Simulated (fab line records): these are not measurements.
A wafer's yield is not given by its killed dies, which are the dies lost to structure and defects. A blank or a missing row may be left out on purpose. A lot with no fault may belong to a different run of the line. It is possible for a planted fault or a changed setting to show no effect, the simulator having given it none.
Matching of chambers	flow n5-finfet	rie-diel-06 running N5_BEOL_M0_STRIP_104: 4 sister chambers
The step strips in N2/H2. 4 wafers are shown with their chamber, then 12 later ones without.

== WAFERS WITH THEIR CHAMBER ==
wafer	chamber	showerhead-plenum-p-Torr (Torr)
L089.4	1	2.70
L091.1	3	2.53
L091.3	2	2.61
L091.4	0	2.65

== WAFERS WHOSE CHAMBER IS MISSING ==
wafer	showerhead-plenum-p-Torr (Torr)
L092.2	2.69
L092.4	2.53
L092.6	2.65
L093.2	2.53
L093.5	2.65
L093.6	2.69
L096.2	2.65
L096.3	2.69
L096.4	2.60
L097.1	2.65
L097.2	2.69
L097.6	2.69

== CHAMBER TAKEN BY EACH ==
wafer	from the rows above	in truth
L092.2	1	1
L092.4	3	3
L092.6	0	0
L093.2	3	3
L093.5	0	0
L093.6	1	1
L096.2	0	0
L096.3	1	1
L096.4	2	2
L097.1	0	0
L097.2	1	1
L097.6	1	1
12 of 12 placed correctly. Not placeable from these rows: 0. Wrongly placed: 0.
How it was worked out, from the rows above alone: a wafer's distance from a chamber is the root of the sum, over the readings, of the square of ((its reading less the chamber's mean) divided by the reading's scatter). If the next closest chamber is less than 2 further off than the closest, the wafer can't be placed; otherwise it belongs to the closest. The mean given for a chamber averages the wafers shown for that chamber. The scatter (one wafer shown for each chamber): square how far every hidden wafer sits from the nearest shown wafer, average those squares and take the square root.
